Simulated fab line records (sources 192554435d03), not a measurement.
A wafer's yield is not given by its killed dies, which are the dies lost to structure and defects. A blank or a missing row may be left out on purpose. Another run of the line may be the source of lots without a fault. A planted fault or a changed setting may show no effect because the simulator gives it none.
Commonality check across tools / flow n5_finfet / Lots sampled 10, wafers sampled 28

WHY THIS WAS OPENED
At N5_BEOL_M4_RC_MEAS_101 the reading CJ_N is flagged on 2 of 10 lots. No-fault wafers: 4.35, standard deviation 0.1.
Rule: a lot is flagged in two cases, either no wafer of it has a number, or all its wafers with numbers fall more than 4 standard deviations from that mean. The other lots count as sound.

lot=L463; measured=day 7 17:10; on=prober-02; CJ_N, wafer by wafer=4.41 4.38; flag=
lot=L465; measured=day 7 22:12; on=prober-01; CJ_N, wafer by wafer=4.41 4.45 4.47; flag=
lot=L466; measured=day 8 10:10; on=prober-02; CJ_N, wafer by wafer=4.34 4.47 4.32; flag=
lot=L467; measured=day 9 03:51; on=prober-02; CJ_N, wafer by wafer=4.34 4.41 4.37; flag=
lot=L475; measured=day 10 22:18; on=prober-02; CJ_N, wafer by wafer=3.22 3.30 3.36; flag=FLAGGED
lot=L477; measured=day 11 04:52; on=prober-01; CJ_N, wafer by wafer=4.17 4.17; flag=
lot=L476; measured=day 11 05:10; on=prober-02; CJ_N, wafer by wafer=3.28 3.27 3.27; flag=FLAGGED
lot=L478; measured=day 11 13:51; on=prober-01; CJ_N, wafer by wafer=4.45 4.45 4.54; flag=
lot=L480; measured=day 11 23:42; on=prober-02; CJ_N, wafer by wafer=4.27 4.26 4.23; flag=
lot=L485; measured=day 14 09:05; on=prober-01; CJ_N, wafer by wafer=4.27 4.38 4.38; flag=
The mean of the flagged lots' numbers is 3.28, -1.07 from the usual (-11 standard deviations).

LOT BY LOT: THE TOOL USED
Before the reading, the record contains 2 process steps out of a 1938-step route. In each cell: the tool, then ch and the chambers that the sampled wafers went through, then the start.
lot=L463; flag=; N5_WELL_APT_DESCUM_30=rie_diel-01 ch 0,2, day 1 14:59; N5_WELL_APT_IMPLANT_32=implanter-02 ch 0, day 1 15:16
lot=L465; flag=; N5_WELL_APT_DESCUM_30=rie_diel-01 ch 0,2, day 2 03:14; N5_WELL_APT_IMPLANT_32=implanter-02 ch 0, day 2 03:31
lot=L466; flag=; N5_WELL_APT_DESCUM_30=rie_diel-01 ch 0,1,2, day 2 09:15; N5_WELL_APT_IMPLANT_32=implanter-01 ch 0, day 2 09:35
lot=L467; flag=; N5_WELL_APT_DESCUM_30=rie_diel-02 ch 0,1, day 2 15:28; N5_WELL_APT_IMPLANT_32=implanter-01 ch 0, day 2 15:45
lot=L475; flag=FLAGGED; N5_WELL_APT_DESCUM_30=rie_diel-02 ch 2,3, day 4 15:16; N5_WELL_APT_IMPLANT_32=implanter-02 ch 0, day 4 15:35
lot=L477; flag=; N5_WELL_APT_DESCUM_30=rie_diel-02 ch 0,3, day 5 03:06; N5_WELL_APT_IMPLANT_32=implanter-01 ch 0, day 5 03:23
lot=L476; flag=FLAGGED; N5_WELL_APT_DESCUM_30=rie_diel-06 ch 2,3, day 4 21:13; N5_WELL_APT_IMPLANT_32=implanter-02 ch 0, day 4 21:29
lot=L478; flag=; N5_WELL_APT_DESCUM_30=rie_diel-02 ch 0,2, day 5 09:15; N5_WELL_APT_IMPLANT_32=implanter-01 ch 0, day 5 09:32
lot=L480; flag=; N5_WELL_APT_DESCUM_30=rie_diel-01 ch 0,2, day 5 21:08; N5_WELL_APT_IMPLANT_32=implanter-01 ch 0, day 5 21:25
lot=L485; flag=; N5_WELL_APT_DESCUM_30=rie_diel-06 ch 1,2,3, day 7 03:13; N5_WELL_APT_IMPLANT_32=implanter-01 ch 0, day 7 03:34
What these steps do:
- N5_WELL_APT_DESCUM_30: chemistry O2, time 7.9 s.
- N5_WELL_APT_IMPLANT_32
- N5_BEOL_M4_RC_MEAS_101

FLAGGED AGAINST TOTAL, ONE TOOL AT A TIME (gauges that did the reading follow at the end)
step=N5_WELL_APT_DESCUM_30; tool=rie_diel-01; lots run=4; flagged=0; share of the flagged lots=none; sound lots run after its first flagged lot=-
step=N5_WELL_APT_DESCUM_30; tool=rie_diel-02; lots run=4; flagged=1; share of the flagged lots=some; sound lots run after its first flagged lot=2 (L477,L478)
step=N5_WELL_APT_DESCUM_30; tool=rie_diel-06; lots run=2; flagged=1; share of the flagged lots=some; sound lots run after its first flagged lot=1 (L485)
step=N5_WELL_APT_IMPLANT_32; tool=implanter-01; lots run=6; flagged=0; share of the flagged lots=none; sound lots run after its first flagged lot=-
step=N5_WELL_APT_IMPLANT_32; tool=implanter-02; lots run=4; flagged=2; share of the flagged lots=all; sound lots run after its first flagged lot=0
step=N5_BEOL_M4_RC_MEAS_101; tool=prober-01; lots run=4; flagged=0; share of the flagged lots=none; sound lots run after its first flagged lot=-
step=N5_BEOL_M4_RC_MEAS_101; tool=prober-02; lots run=6; flagged=2; share of the flagged lots=all; sound lots run after its first flagged lot=1 (L480)

WHAT THE TABLE ALLOWS
Rows of the table that ran all the flagged lots, 2 in number: implanter-02 at N5_WELL_APT_IMPLANT_32; prober-02 at N5_BEOL_M4_RC_MEAS_101.
- implanter-02 at N5_WELL_APT_IMPLANT_32 ran 4 lots, 2 of them flagged. It ran its last sound lot, L465, at day 2 03:31 and its first flagged lot, L475, at day 4 15:35: a fault with its onset between the two fits. Its own readings lie more than 4 standard deviations out on every wafer of the flagged lots: dose_ions_cm2, faraday_current_uA.
- prober-02 at N5_BEOL_M4_RC_MEAS_101 ran 6 lots, 2 of them flagged. Lots that were sound ran on it after the first flagged one (L480); a persistent fault on the entire tool would not allow that.
implanter-02 at N5_WELL_APT_IMPLANT_32 is the single tool remaining.

WHAT WAS PUT IN BY THE SIMULATOR
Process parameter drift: implanter-02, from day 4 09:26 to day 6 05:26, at N5_WELL_APT_IMPLANT_32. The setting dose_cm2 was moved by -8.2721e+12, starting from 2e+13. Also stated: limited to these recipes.
Lots struck among those shown: L475, L476. The rule given above showed the same thing.
